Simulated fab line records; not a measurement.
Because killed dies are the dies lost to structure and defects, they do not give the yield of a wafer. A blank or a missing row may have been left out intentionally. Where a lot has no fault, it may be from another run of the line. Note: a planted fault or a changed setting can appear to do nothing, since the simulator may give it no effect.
fab line records    flow n5-finfet
record: lots: 4  wafers: 12  last-day: 16
route steps=1938 shown DUMMY_GATE@251 SPACER0@258 SD_EPI_N@262 BEOL_M4@1111 PASSIVATION@1936
lots that met no fault: taken from a fault-free run of the same line
start-h: start of the lot's first displayed wafer, in hours after the record's first day    wait-h: hours since the lot's step before    " repeats the value in the row above    L1.1+2: a row that stands for several wafers    - value missing, or start not given    * or withheld: withheld    < > ~ a bound
route shown NAME@n: a module of which the file shows steps, and the number in the route of the first    usual: average and standard deviation across the fault-free wafers    same: alike in all rows    chamber/n: place in a boat    sites: readings site by site    _std_site: the values' standard deviation    _edge_site: mean of outer sites minus mean of inner sites    radius-mm: for every site, how far away it sits from the centre of the wafer    mask NAME#n: copy n    behind: tool/chamber where the wafer was last shaped    hold: cause of the lot's hold/its duration in hours/its outcome    device: transistor that didn't switch, given as n, p or np    end of line: at the end of the route, the tests of the same wafers    a step with no rows: only its recipe    killed: dies lost to structure and defects at the first sort, not the wafer's yield    map: the dies of a wafer, with x for killed, . for not killed, _ for no die there
set.NAME: the run value of the setting; set.NAME@STEP: its run value at that earlier step    model.NAME: the simulator's own value behind a step, which no gauge read
lots at selected steps of the route; one table per step, one row per wafer
services: the hour from which a tool's chamber was out of use, counted from the record's first day as start-h (under 0 if before that day), plus the number of hours and why
== steps ==
step: N5_DUMMY_GATE_STRIP_48
recipe: chemistry: N2/H2  time-s: 20  power-w: 100  temp-c: 40  pressure-mtorr: 100  rf-frequency-hz: 6e+07  bias-power-w: 3  n2-flow-sccm: 300  h2-flow-sccm: 300
step: N5_DUMMY_GATE_PRECLEAN_33
recipe: chemistry: dHF  time-s: 10  dilution: 750:1  temp-c: 25
step: N5_DUMMY_GATE_PRECLEAN_25
recipe: chemistry: O3/DIW  time-s: 45  temp-c: 22  o3-ppm: 10
step: N5_DUMMY_GATE_PRECLEAN_51
recipe: chemistry: SC2  time-s: 45  temp-c: 35  mix: 1:1:50
step: N5_DUMMY_GATE_SRD_26
recipe: dry: ipa-marangoni  time-s: 30  temp-c: 23  rinse-liquid: diw
step: N5_DUMMY_GATE_UV_OZONE_45
recipe: time-s: 120  pressure-torr: 760  temp-c: 25
step: N5_SPACER0_ALD_07
recipe: material: SiNx  target-thk-a: 20  temp-c: 400  ald-precursor-family: SiH2I2  ald-co-reactant: N2/H2-plasma  pressure-torr: 2
step: N5_SPACER0_ALD_00
recipe: material: SiOCN  target-thk-a: 35  temp-c: 400  ald-precursor-family: alkyl-aminosilane  ald-co-reactant: O2/N2-plasma  pulse-time-s: 3  purge-time-s: 2  co-reactant-purge-time-s: 2  ald-cycles: 58  pressure-torr: 2
step: N5_SPACER0_ALD_08
recipe: material: SiNx  target-thk-a: 20  temp-c: 400  ald-precursor-family: SiH2I2  ald-co-reactant: N2/H2-plasma  pressure-torr: 2
step: N5_SD_EPI_N_COAT_32
recipe: resist: SOC  temp-c: 250  time-s: 60  spin-rpm: 1500  resist-thk-nm: 350
step: N5_SD_EPI_N_COAT_33
recipe: resist: SiARC  temp-c: 220  time-s: 60  spin-rpm: 1500  resist-thk-nm: 35
usual: heater-power-total-W: 427.4/2.1  resist-line-temp-C: 23.00/0.1  spin-speed-rpm: 1499.9/1.1
lot.wafer  tool            chamber  start-h  wait-h  heater-power-total-W  resist-line-temp-C  spin-speed-rpm  model.SiARC_of_SD_EPI_N_COAT_33.thk-nm
L285.2     litho-track-04  0        116.55   -       427.9                 22.90               1499.6          35
L285.3     "               0        "        "       425.4                 23.02               1500.7          35
L285.5     "               0        "        "       430.0                 23.14               1499.3          35
L289.2     litho-track-04  0        139.48   -       430.1                 23.06               1249.6          38.4
L289.4     "               0        "        "       428.7                 22.96               1250.6          38.4
L289.5     "               0        "        "       426.0                 22.99               1250.5          38.6
L290.2     litho-track-03  0        144.52   -       424.3                 23.08               1500.7          34.8
L290.3     "               0        "        "       424.4                 23.13               1496.8          35
L290.5     "               0        "        "       430.6                 23.07               1499.4          34.8
L291.1     litho-track-04  0        151.97   -       429.8                 23.12               1250.2          38.2
L291.2     "               0        "        "       428.4                 23.09               1247.7          38.4
L291.3     "               0        "        "       428.1                 23.14               1249.2          38.4
step: N5_SD_EPI_N_COAT_03
recipe: resist: CAR-ArF-block  spin-rpm: 1500  resist-thk-nm: 150
step: N5_SD_EPI_N_EBR_05
recipe: solvent: PGMEA  ebr-width-mm: 1.5
step: N5_SD_EPI_N_SOFTBAKE_04
recipe: temp-c: 110  time-s: 60  resist: CAR-ArF-block
step: N5_SD_EPI_N_EXPOSE_06
recipe: mask-id: SD_N_BLK  na: 1.35  source-shape: conventional  sigma-outer: 0.8  polarization: unpolarized  target-cd-nm: 120  dose-mj: 39.75
step: N5_SD_EPI_N_PEB_07
recipe: peb-temp-c: 110  peb-time-s: 60  resist: CAR-ArF-block
step: N5_SD_EPI_N_DEVELOP_08
recipe: develop-time-s: 30  developer: TMAH  resist: CAR-ArF-block  dev-temp-c: 23  rinse-liquid: diw  dry: air-spin
step: N5_SD_EPI_N_DESCUM_14
recipe: chemistry: O2  time-s: 7.9  source-power-w: 50  bias-power-w: 20  pressure-mtorr: 20  rf-frequency-hz: 2.712e+07  temp-c: 40  resist: CAR-ArF-block  o2-flow-sccm: 225
step: N5_SD_EPI_N_ETCH_34
recipe: chemistry: CF4  target: SiARC  target-depth-a: 455  mask-material: CAR-ArF-block  time-s: 75.8  ion-energy-ev: 80  pressure-mtorr: 40  source-w: 545  bias-w: 36  Ar_flow_sccm: 100  cf4-flow-sccm: 100  ends: cleared
usual: drypump-motor-current-A: 5.9/0.5  etch-rf-on-time-s: 75.3/1.8  oes-product-au: 0.68/0.08  rf-vpp-V: 183.9/1  showerhead-plenum-p-Torr: 2.13/0.054  throttle-valve-pct: 15.57/0.24
lot.wafer  tool         chamber  start-h  wait-h  drypump-motor-current-A  etch-rf-on-time-s  oes-product-au  rf-hours-counter-h  rf-vpp-V  showerhead-plenum-p-Torr  throttle-valve-pct  model.etch.depth-nm  model.CAR-ArF-block_of_SD_EPI_N_COAT_03.thk-nm
L285.2     rie-diel-05  2        116.92   0.0     5.2                      78.4               0.68            87                  183.4     2.09                      15.26               34.96                111.2
L285.3     "            3        "        "       5.6                      74.0               0.64            174                 186.0     2.21                      15.75               34.9                 111.2
L285.5     "            3        "        "       5.6                      75.1               0.63            -                   184.6     2.21                      15.76               34.95                111
L289.2     rie-diel-03  0        139.97   0.0     5.8                      81.9               0.77            26                  182.7     2.09                      15.47               38.43                107.2
L289.4     "            3        "        "       6.3                      80.9               0.61            207                 184.1     2.12                      15.74               38.42                108
L289.5     "            1        "        "       5.1                      81.5               0.62            -                   184.2     2.12                      15.65               38.51                107.6
L290.2     rie-diel-05  2        145.44   0.0     5.2                      78.0               0.67            99                  183.8     2.08                      15.27               34.85                111.4
L290.3     "            0        "        "       5.5                      74.3               0.75            40                  185.3     2.18                      15.10               34.93                110.8
L290.5     "            1        "        "       5.8                      79.6               0.79            -                   183.1     2.11                      15.52               34.87                111.6
L291.1     rie-diel-03  3        152.46   0.0     6.4                      80.2               0.61            212                 184.3     2.12                      15.73               38.25                108.4
L291.2     "            2        "        "       6.6                      83.2               0.73            42                  182.9     2.10                      15.37               38.43                108.6
L291.3     "            1        "        "       5.1                      80.9               0.62            212                 184.7     2.12                      15.65               38.44                108.8
step: N5_SD_EPI_N_ETCH_35
recipe: chemistry: N2/H2  target: SOC  overetch-a: 1080  mask-material: SiARC  temp-c: 40  ion-energy-ev: 100  source-w: 3000  bias-w: 133  pressure-mtorr: 20  time-s: 486  n2-flow-sccm: 200  h2-flow-sccm: 200
step: N5_SD_EPI_N_STRIP_36
recipe: chemistry: N2/H2  temp-c: 40  n2-flow-sccm: 200  h2-flow-sccm: 200  rf-frequency-hz: 6e+07
step: N5_SD_EPI_N_ETCHBACK_44
recipe: chemistry: CH3F/O2  mode: anisotropic-etchback  target: SiNx  target-depth-a: 145  stop-on: SiO2  over-etch-frac: 0.3  ion-energy-ev: 120  pressure-mtorr: 30  source-w: 395  bias-w: 73  Ar_flow_sccm: 150  CH3F_flow_sccm: 30  O2_flow_sccm: 20
step: N5_SD_EPI_N_ETCH_45
recipe: chemistry: CH3F/O2  target: SiOCN  target-depth-a: 60  mask-material: SOC  ion-energy-ev: 60  bias-w: 29  pressure-mtorr: 15  source-w: 410  Ar_flow_sccm: 150  CH3F_flow_sccm: 30  O2_flow_sccm: 20
step: N5_SD_EPI_N_ETCH_16
recipe: chemistry: CHF3/O2  target: SiO2  target-depth-a: 50  mask-material: SOC  pressure-mtorr: 30  source-w: 650  bias-w: 170  Ar_flow_sccm: 200  CHF3_flow_sccm: 50  O2_flow_sccm: 5  ion-energy-ev: 200
usual: drypump-motor-current-A: 5.9/0.49  oes_f_703_au: 0.79/0.082  oes_o_777_au: 0.79/0.082  oes-product-au: 0.80/0.096  rf-vpp-V: 525/13  showerhead-plenum-p-Torr: 2.39/0.059  throttle-valve-pct: 18.88/0.21
lot.wafer  tool         chamber  start-h  wait-h  drypump-motor-current-A  oes_f_703_au  oes_o_777_au  oes-product-au  rf-hours-counter-h  rf-vpp-V  showerhead-plenum-p-Torr  throttle-valve-pct  model.SiARC_of_SD_EPI_N_COAT_33.thk-nm
L285.2     rie-diel-05  2        117.50   0.1     5.2                      0.82          0.82          0.80            88                  519       2.34                      18.51               13
L285.3     "            3        "        "       5.7                      0.76          0.76          0.74            174                 543       2.47                      18.91               11.6
L285.5     "            3        "        "       5.6                      0.75          0.75          0.74            -                   542       2.47                      18.91               11.6
L289.2     rie-diel-03  0        140.55   0.1     5.8                      0.87          0.87          0.90            26                  524       2.37                      18.91               15.2
L289.4     "            3        "        "       6.3                      0.73          0.72          0.71            207                 496       2.38                      18.98               15.6
L289.5     "            1        "        "       5.1                      0.74          0.75          0.73            -                   531       2.39                      18.91               15.4
L290.2     rie-diel-05  2        146.02   0.1     5.2                      0.80          0.81          0.80            99                  521       2.34                      18.53               12.8
L290.3     "            0        "        "       5.5                      0.87          0.85          0.89            40                  537       2.47                      18.46               11.6
L290.5     "            1        "        "       5.8                      0.93          0.93          0.94            -                   514       2.37                      18.84               13.4
L291.1     rie-diel-03  3        153.04   0.1     6.3                      0.73          0.72          0.71            213                 497       2.38                      18.99               15.6
L291.2     "            2        "        "       6.6                      0.82          0.83          0.86            42                  536       2.37                      18.72               15.8
L291.3     "            1        "        "       5.1                      0.74          0.74          0.72            213                 530       2.39                      18.94               15.4
step: N5_SD_EPI_N_STRIP_47
recipe: chemistry: CHF3/O2  resist: SiARC  rf-frequency-hz: 6e+07
step: N5_BEOL_M4_RC_MEAS_101
usual: DIBL_N: 36.3/1.7  DIBL_P: 36.3/2.2  IOFF_N: 0.16/0.034  IOFF_P: 0.21/0.038  ION_N: 673/13  ION_P: 461/8.3  SS_N: 71.5/0.55  SS_P: 73.3/0.67  VT_N: 250/3.4  VT_P: -251/3.5
lot.wafer  tool       chamber  start-h  wait-h  DIBL_N[mV/V]  DIBL_P[mV/V]  IOFF_N[nA/um]  IOFF_P[nA/um]  ION_N[uA/um]  ION_P[uA/um]  SS_N[mV/dec]  SS_P[mV/dec]  VT_N[mV]  VT_P[mV]
L285.2     prober-02  0        237.93   0.2     35.2          35.9          0.15           0.18           681           463           71.6          73.9          250       -253
L285.3     "          0        "        "       34.9          34.8          0.14           0.18           661           448           72.5          73.5          254       -252
L285.5     "          0        "        "       38.1          38.8          0.20           0.23           662           445           72.3          74.3          249       -251
L290.2     prober-02  0        255.58   0.2     35.8          36.7          0.14           0.18           671           453           71.5          72.7          252       -255
L290.3     "          0        "        "       37.8          38.7          0.18           0.20           681           454           71.6          73.4          247       -252
L290.5     "          0        "        "       38.1          40.0          0.20           0.21           678           458           71.6          74.1          248       -252
L289.2     prober-01  0        266.61   0.2     36.4          36.4          0.16           0.19           684           465           71.6          74.1          250       -254
L289.4     "          0        "        "       35.2          35.3          0.14           0.18           669           453           71.3          73.6          254       -256
L289.5     "          0        "        "       34.2          33.2          0.12           0.15           660           453           70.8          73.0          254       -258
L291.1     prober-02  0        268.22   0.0     36.8          35.0          0.15           0.15           673           452           71.6          73.1          249       -260
L291.2     "          0        "        "       36.4          35.5          0.16           0.16           674           454           71.8          73.3          248       -258
L291.3     "          0        "        "       35.0          34.0          0.13           0.14           663           449           70.6          72.8          253       -257
step: N5_PASSIVATION_PROBE_49
usual: defect-limited-yield: 91.4/1.6  killed_at_M0_to_M3: 34/10  killed_at_M4_up: 12/4.8  killed-at-contacts: 11/6.2  killed-at-front-end: 39/13  killed-at-other: 4/3.1  killed-dies: 101/19  killed-open: 67/14  killed-short: 32/8.3  sort_bin_5_function: 5.0/1  sort_bin_6_memory: 3.2/0.76  sort-n-pass: 1079/19  sort-yield-pct: 91.4/1.6
same: gross-dies: 1180  killed-at-back-side: 0  sort_bin_4_leakage[%]: 0  sort_bin_8_speed[%]: 0
lot.wafer  tool       chamber  start-h  wait-h  defect-limited-yield[%]  killed_at_M0_to_M3  killed_at_M4_up  killed-at-contacts  killed-at-front-end  killed-at-other  killed-dies  killed-open  killed-short  sort_bin_5_function[%]  sort_bin_6_memory[%]  sort-n-pass  sort-yield-pct[%]
L291.3     prober-02  -        376.82   0.1     91.1                     45                  14               8                   32                   6                105          73           32            6.1                     2.6                   1075         91.1
killed by level:class
L291.3 BEOL_M3:geometric-particle:open=11 FIN_SAQP:geometric-particle:open=10 BEOL_M0_SAQP:geometric-particle:short=9 BEOL_M0_SAQP:geometric-particle:open=9 MOL_CONTACT_COAG:geometric-particle:open=6 BEOL_M4:geometric-particle:open=6 BEOL_M2:geometric-particle:open=5 ILD0:geometric-particle:open=4
== services ==
tool         chamber  start-h  hours  kind
rie-diel-05  1        106.79   -      clean
rie-diel-05  1        106.79   -      consumable-replace:focus-ring
rie-diel-05  1        106.79   17.9   scheduled-down
rie-diel-05  1        106.79   17.9   vent-cycle
rie-diel-03  0        151.36   2.6    repair
== key ==
first-sign: step: N5_SD_EPI_N_COAT_33  reading: spin-speed-rpm  direction: down  sigmas: 99+  usual: *  struck: *
effect: step: N5_SD_EPI_N_ETCH_34  reading: etch-rf-on-time-s  direction: up  sigmas: 3.4  usual: *  struck: *
model-effect: step: N5_SD_EPI_N_COAT_33  value: SiARC_of_SD_EPI_N_COAT_33.thk-nm  without: 35.03  struck: 38.4
model-effect: step: N5_SD_EPI_N_ETCH_34  value: etch.depth-nm  without: 35.06  struck: 38.41
model-effect: step: N5_SD_EPI_N_ETCH_16  value: SiARC_of_SD_EPI_N_COAT_33.thk-nm  without: 12.13  struck: 15.5
met-at N5_SD_EPI_N_COAT_33
struck-wafers L289.2,L289.4,L289.5,L291.1,L291.2,L291.3
onset-between 116.55 139.48
fault: kind: process-parameter-drift  tool: litho-track-04  chamber: -  onset-h: 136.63  steps: N5_SD_EPI_N_COAT_33  channel: spin-rpm  offset: *  shape: step  end-h: 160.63  acts-in: *  stated: *
